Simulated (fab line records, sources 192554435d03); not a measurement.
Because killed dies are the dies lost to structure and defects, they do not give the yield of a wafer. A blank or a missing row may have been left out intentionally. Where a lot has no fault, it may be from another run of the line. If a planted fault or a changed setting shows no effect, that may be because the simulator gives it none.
Chamber matching + flow n5_finfet + N5_SDB_CMP_30 on cmp-04 has 4 sister chambers
The step polishes, stops on poly-Si, t overpolish 1.54 s, target thk 30 nm. 4 wafers are shown with their chamber, then 8 later ones without.

## EACH WAFER AND ITS CHAMBER
| wafer  | chamber | motor_current_A (A) |
|--------|---------|---------------------|
| L083.5 | 2       | 12.3                |
| L083.6 | 1       | 12.6                |
| L084.3 | 0       | 11.5                |
| L085.2 | 3       | 12.0                |

## WAFERS WITHOUT THEIR CHAMBER
| wafer  | motor_current_A (A) |
|--------|---------------------|
| L085.5 | 11.4                |
| L085.6 | 12.2                |
| L086.1 | 11.0                |
| L086.3 | 11.5                |
| L086.5 | 12.1                |
| L089.1 | 11.7                |
| L089.4 | 11.3                |
| L089.5 | 10.9                |

## THE CHAMBER EACH PASSED THROUGH
| wafer  | from the rows above               | in truth |
|--------|-----------------------------------|----------|
| L085.5 | can't be placed: 0 or 3           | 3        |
| L085.6 | can't be placed: 2 or 3 or 1 or 0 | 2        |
| L086.1 | can't be placed: 0 or 3           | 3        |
| L086.3 | can't be placed: 0 or 3           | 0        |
| L086.5 | can't be placed: 3 or 2 or 1 or 0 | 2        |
| L089.1 | can't be placed: 0 or 3 or 2      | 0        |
| L089.4 | can't be placed: 0 or 3           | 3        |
| L089.5 | can't be placed: 0 or 3           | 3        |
Correct placement for 0 of the 8. Unplaceable from these rows: 8, with the true chamber sitting among the candidates in 8. Wrongly placed: 0.
How it was worked out, from the rows above alone: a wafer's distance from a chamber is the root of the sum, over the readings, of the square of ((its reading less the chamber's mean) divided by the reading's scatter). The wafer belongs to the nearest chamber; if the next one is less than 2 further off, it can't be placed. The mean given for a chamber averages the wafers shown for that chamber. The scatter: with one shown wafer a chamber, the root of the mean of the squares of how far each hidden wafer lies from its nearest shown one.
